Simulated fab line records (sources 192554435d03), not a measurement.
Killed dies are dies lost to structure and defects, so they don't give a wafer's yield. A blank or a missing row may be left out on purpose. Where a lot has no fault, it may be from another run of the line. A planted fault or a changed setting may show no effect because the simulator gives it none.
Which tool did it? + flow n5Finfet + 66 wafers from 22 lots sampled at 4 of the route's 1938 steps

## WHAT EACH GAUGE READ, for each wafer
N5_BEOL_M7_CD_MEAS_18: pitch 80 nm, target cd 40 nm.
| lot  | measured     | on       | cdNm (nm)      |
|------|--------------|----------|----------------|
| L075 | day 9 10:49  | cdSem-01 | 40.2 41.0 40.1 |
| L076 | day 9 16:45  | cdSem-03 | 39.9 39.9 40.5 |
| L077 | day 9 16:56  | cdSem-02 | 39.8 40.2 40.7 |
| L078 | day 10 04:04 | cdSem-03 | 40.2 40.8 40.1 |
| L079 | day 10 10:17 | cdSem-03 | 40.1 40.5 39.9 |
| L081 | day 10 20:29 | cdSem-01 | 40.0 41.0 39.9 |
| L080 | day 10 21:16 | cdSem-02 | 40.5 40.3 40.6 |
| L083 | day 11 00:57 | cdSem-01 | 40.1 39.6 40.5 |
| L082 | day 11 04:06 | cdSem-01 | 40.7 40.7 40.8 |
| L084 | day 11 22:08 | cdSem-01 | 40.1 40.2 39.6 |
| L085 | day 12 01:43 | cdSem-03 | 40.5 40.6 40.9 |
| L086 | day 12 02:44 | cdSem-03 | 40.6 40.7 40.8 |
| L087 | day 12 06:26 | cdSem-03 | 39.1 39.3 41.1 |
| L088 | day 12 09:55 | cdSem-03 | 40.0 39.9 40.8 |
| L089 | day 13 01:58 | cdSem-01 | 39.7 40.6 40.4 |
| L090 | day 13 08:59 | cdSem-01 | 40.1 40.8 39.7 |
| L091 | day 13 12:29 | cdSem-02 | 41.0 40.1 40.2 |
| L093 | day 13 12:31 | cdSem-03 | 40.6 41.2 41.5 |
| L092 | day 13 18:56 | cdSem-03 | 40.1 40.6 39.8 |
| L094 | day 15 01:02 | cdSem-01 | 39.1 39.8 39.4 |
| L095 | day 15 09:11 | cdSem-02 | 38.6 38.5 38.7 |
| L097 | day 16 02:26 | cdSem-03 | 40.5 39.0 40.4 |

N5_BEOL_M7_INSPECT_58: inspects for defects (darkfield).
| lot  | measured     | on               | rawDefectCount |
|------|--------------|------------------|----------------|
| L075 | day 9 15:12  | defectInspect-02 | 55 56 40       |
| L076 | day 10 00:02 | defectInspect-01 | 53 78 50       |
| L077 | day 10 00:19 | defectInspect-01 | 57 61 61       |
| L078 | day 10 10:32 | defectInspect-01 | 65 45 48       |
| L079 | day 10 15:08 | defectInspect-01 | 109 112 162    |
| L081 | day 11 00:37 | defectInspect-02 | 32 26 30       |
| L080 | day 11 01:16 | defectInspect-01 | 67 74 54       |
| L083 | day 11 07:13 | defectInspect-01 | 45 50 52       |
| L082 | day 11 09:40 | defectInspect-01 | 70 59 71       |
| L084 | day 12 01:41 | defectInspect-02 | 63 76 49       |
| L085 | day 12 08:08 | defectInspect-02 | 51 53 37       |
| L086 | day 12 09:08 | defectInspect-01 | 73 50 61       |
| L087 | day 12 12:40 | defectInspect-02 | 103 113 68     |
| L088 | day 12 15:01 | defectInspect-02 | 103 113 103    |
| L089 | day 13 05:52 | defectInspect-01 | 66 42 39       |
| L090 | day 13 15:50 | defectInspect-01 | 83 88 51       |
| L091 | day 13 17:45 | defectInspect-01 | 159 145 151    |
| L093 | day 13 17:26 | defectInspect-01 | 65 99 94       |
| L092 | day 14 00:15 | defectInspect-02 | 45 73 41       |
| L094 | day 15 10:33 | defectInspect-01 | 80 72 64       |
| L095 | day 15 14:57 | defectInspect-02 | 68 59 62       |
| L097 | day 16 08:07 | defectInspect-01 | 115 106 81     |

## WHAT TOOL EACH LOT RAN ON (gives the tool, then ch and the chambers of the sampled wafers, and finally the start)
| lot  | N5_BEOL_M7_ETCH_66                | N5_BEOL_M7_STRIP_80                          |
|------|-----------------------------------|----------------------------------------------|
| L075 | rieDiel-02 ch 2,3, day 9 11:20    | rieDiel-02 ch 2,3, day 9 15:12 or earlier    |
| L076 | rieDiel-01 ch 0,1, day 9 19:56    | rieDiel-01 ch 0,1, day 10 00:02 or earlier   |
| L077 | rieDiel-02 ch 0,2, day 9 20:04    | rieDiel-02 ch 0,2, day 10 00:19 or earlier   |
| L078 | rieDiel-06 ch 2,3, day 10 05:25   | rieDiel-06 ch 2,3, day 10 10:32 or earlier   |
| L079 | rieDiel-02 ch 1,2,3, day 10 11:33 | rieDiel-02 ch 1,2,3, day 10 15:08 or earlier |
| L081 | rieDiel-02 ch 2,3, day 10 21:08   | rieDiel-02 ch 2,3, day 11 00:37 or earlier   |
| L080 | rieDiel-06 ch 1,2,3, day 10 22:52 | rieDiel-06 ch 1,2,3, day 11 01:16 or earlier |
| L083 | rieDiel-02 ch 2,3, day 11 02:41   | rieDiel-02 ch 2,3, day 11 07:13 or earlier   |
| L082 | rieDiel-06 ch 0,1,2, day 11 06:22 | rieDiel-06 ch 0,1,2, day 11 09:40 or earlier |
| L084 | rieDiel-06 ch 0,2,3, day 11 22:48 | rieDiel-06 ch 0,2,3, day 12 01:41 or earlier |
| L085 | rieDiel-02 ch 0,1,2, day 12 04:24 | rieDiel-02 ch 0,1,2, day 12 08:08 or earlier |
| L086 | rieDiel-01 ch 0,1,3, day 12 04:38 | rieDiel-01 ch 0,1,3, day 12 09:08 or earlier |
| L087 | rieDiel-01 ch 1,2, day 12 08:28   | rieDiel-01 ch 1,2, day 12 12:40 or earlier   |
| L088 | rieDiel-02 ch 0,1, day 12 12:00   | rieDiel-02 ch 0,1, day 12 15:01 or earlier   |
| L089 | rieDiel-06 ch 1,2,3, day 13 02:31 | rieDiel-06 ch 1,2,3, day 13 05:52 or earlier |
| L090 | rieDiel-01 ch 0,2,3, day 13 10:58 | rieDiel-01 ch 0,2,3, day 13 15:50 or earlier |
| L091 | rieDiel-02 ch 1,2, day 13 13:48   | rieDiel-02 ch 1,2, day 13 17:45 or earlier   |
| L093 | rieDiel-01 ch 2,3, day 13 13:16   | rieDiel-01 ch 2,3, day 13 17:26 or earlier   |
| L092 | rieDiel-02 ch 0,1,3, day 13 20:03 | rieDiel-02 ch 0,1,3, day 14 00:15 or earlier |
| L094 | rieDiel-06 ch 1,3, day 15 07:08   | rieDiel-06 ch 1,3, day 15 10:33 or earlier   |
| L095 | rieDiel-06 ch 0,2, day 15 10:40   | rieDiel-06 ch 0,2, day 15 14:57 or earlier   |
| L097 | rieDiel-01 ch 1,3, day 16 03:18   | rieDiel-01 ch 1,3, day 16 08:07 or earlier   |
- N5_BEOL_M7_ETCH_66: etches SOC in N2/H2, target depth 80 nm, overetch 16 nm, time 120 s.
- N5_BEOL_M7_STRIP_80: strips in N2/H2, time 10 s.

## AS READ BY THE TOOLS THEMSELVES (means over the sampled wafers that have a number; for cases with no such wafer, the mark the record gives instead)
N5_BEOL_M7_ETCH_66.
| lot  | tool       | drypumpMotorCurrentA (A) | h2FlowSccm (sccm) | oesProductAu (a.u.) | rfVppV (V) | showerheadPlenumPTorr (Torr) | throttleValvePct (%) |
|------|------------|--------------------------|-------------------|---------------------|------------|------------------------------|----------------------|
| L075 | rieDiel-02 | 6.2                      | 200.1             | 0.52                | 523.0      | 2.54                         | 17.90                |
| L076 | rieDiel-01 | 5.7                      | 201.3             | 0.62                | 523.7      | 2.53                         | 17.80                |
| L077 | rieDiel-02 | 5.9                      | 199.7             | 0.53                | 522.4      | 2.47                         | 18.15                |
| L078 | rieDiel-06 | 5.4                      | 199.9             | 0.61                | 525.4      | 2.59                         | 17.72                |
| L079 | rieDiel-02 | 5.8                      | 199.7             | 0.54                | 523.4      | 2.52                         | 17.84                |
| L081 | rieDiel-02 | 6.0                      | 200.0             | 0.53                | 525.1      | 2.59                         | 17.98                |
| L080 | rieDiel-06 | 5.4                      | 200.1             | 0.64                | 525.0      | 2.57                         | 17.72                |
| L083 | rieDiel-02 | 6.0                      | 199.5             | 0.53                | 524.3      | 2.58                         | 17.99                |
| L082 | rieDiel-06 | 5.5                      | 200.0             | 0.65                | 522.9      | 2.54                         | 17.76                |
| L084 | rieDiel-06 | 5.5                      | 200.1             | 0.62                | 524.4      | 2.56                         | 17.79                |
| L085 | rieDiel-02 | 5.7                      | 199.5             | 0.61                | 525.6      | 2.59                         | 17.85                |
| L086 | rieDiel-01 | 5.9                      | 200.3             | 0.62                | 525.1      | 2.55                         | 17.72                |
| L087 | rieDiel-01 | 6.2                      | 200.8             | 0.61                | 523.1      | 2.49                         | 17.69                |
| L088 | rieDiel-02 | 5.7                      | 199.6             | 0.66                | 524.8      | 2.61                         | 17.80                |
| L089 | rieDiel-06 | 5.4                      | 200.1             | 0.62                | 524.5      | 2.56                         | 17.73                |
| L090 | rieDiel-01 | 5.7                      | 200.1             | 0.57                | 524.1      | 2.57                         | 17.81                |
| L091 | rieDiel-02 | 5.4                      | 200.4             | 0.54                | 523.2      | 2.49                         | 17.80                |
| L093 | rieDiel-01 | 5.8                      | 199.9             | 0.59                | 526.1      | 2.60                         | 17.71                |
| L092 | rieDiel-02 | 5.8                      | 199.3             | 0.66                | 522.9      | 2.53                         | 17.68                |
| L094 | rieDiel-06 | 5.5                      | 199.3             | 0.63                | 523.5      | 2.53                         | 17.55                |
| L095 | rieDiel-06 | 5.4                      | 200.2             | 0.56                | 523.9      | 2.57                         | 18.05                |
| L097 | rieDiel-01 | 6.1                      | 199.7             | 0.61                | 525.4      | 2.57                         | 17.65                |

N5_BEOL_M7_STRIP_80.
| lot  | tool       | biasPowerW (W) | drypumpMotorCurrentA (A) | h2FlowSccm (sccm) | oesProductAu (a.u.) | rfVppV (V) | showerheadPlenumPTorr (Torr) | throttleValvePct (%) |
|------|------------|----------------|--------------------------|-------------------|---------------------|------------|------------------------------|----------------------|
| L075 | rieDiel-02 | 7.007          | 6.2                      | 200.3             | 0.68                | 58.9       | 2.54                         | 23.66                |
| L076 | rieDiel-01 | 6.979          | 5.7                      | 200.0             | 0.82                | 59.3       | 2.52                         | 23.57                |
| L077 | rieDiel-02 | 7.021          | 5.8                      | 199.7             | 0.68                | 58.0       | 2.47                         | 23.85                |
| L078 | rieDiel-06 | 6.992          | 5.4                      | 199.8             | 0.81                | 59.7       | 2.58                         | 23.55                |
| L079 | rieDiel-02 | 7.012          | 5.8                      | 199.7             | 0.71                | 58.8       | 2.51                         | 23.64                |
| L081 | rieDiel-02 | 7.002          | 6.0                      | 200.3             | 0.69                | 59.9       | 2.58                         | 23.78                |
| L080 | rieDiel-06 | 6.988          | 5.4                      | 199.6             | 0.84                | 60.1       | 2.57                         | 23.54                |
| L083 | rieDiel-02 | 6.979          | 6.0                      | 199.9             | 0.69                | 59.4       | 2.58                         | 23.79                |
| L082 | rieDiel-06 | 6.992          | 5.6                      | 200.1             | 0.87                | 59.1       | 2.54                         | 23.70                |
| L084 | rieDiel-06 | 6.989          | 5.5                      | 200.1             | 0.82                | 59.5       | 2.55                         | 23.71                |
| L085 | rieDiel-02 | 7.005          | 5.6                      | 199.9             | 0.79                | 59.7       | 2.59                         | 23.68                |
| L086 | rieDiel-01 | 6.975          | 5.9                      | 200.3             | 0.80                | 60.1       | 2.55                         | 23.53                |
| L087 | rieDiel-01 | 7.005          | 6.2                      | 200.0             | 0.79                | 58.7       | 2.48                         | 23.59                |
| L088 | rieDiel-02 | 7.007          | 5.7                      | 199.6             | 0.87                | 59.5       | 2.60                         | 23.61                |
| L089 | rieDiel-06 | 7.004          | 5.4                      | 200.1             | 0.82                | 59.5       | 2.56                         | 23.57                |
| L090 | rieDiel-01 | 6.990          | 5.6                      | 200.2             | 0.76                | 59.8       | 2.56                         | 23.61                |
| L091 | rieDiel-02 | 6.987          | 5.4                      | 200.1             | 0.71                | 58.8       | 2.49                         | 23.62                |
| L093 | rieDiel-01 | 6.994          | 5.8                      | 199.6             | 0.75                | 59.6       | 2.59                         | 23.54                |
| L092 | rieDiel-02 | 7.005          | 5.8                      | 199.4             | 0.85                | 59.0       | 2.53                         | 23.49                |
| L094 | rieDiel-06 | 6.993          | 5.5                      | 199.7             | 0.84                | 58.8       | 2.53                         | 23.37                |
| L095 | rieDiel-06 | 6.992          | 5.4                      | 199.5             | 0.75                | 58.6       | 2.57                         | 23.97                |
| L097 | rieDiel-01 | 7.015          | 6.1                      | 199.8             | 0.78                | 59.2       | 2.57                         | 23.47                |

## THE ANSWER, worked out from the rows above alone
Rule: the lots themselves supply what counts as usual. The widest of any qualifying gaps counts: lots, ordered by their means at a reading, are off when they make up no more than a third of the lots, leave a main group of 4 or more, and stand apart from it by 3 or more times the standard deviation of that group's means. A main group whose means are all the same, to the digits that the tables above print for the reading, isn't used. A lot without any number at a reading at which 4 lots or more have one is off too. The other lots that the step has rows for count as sound. First the gauges in route order, then the tools' own readings, where a lot's mean is used as printed above. At the first step where some lot is off, the reading lying furthest off is the one used; lots without a number count as furthest.
No lot is off at any reading shown: from this, nothing can be told.

## WHAT THE SIMULATOR HAD PUT IN
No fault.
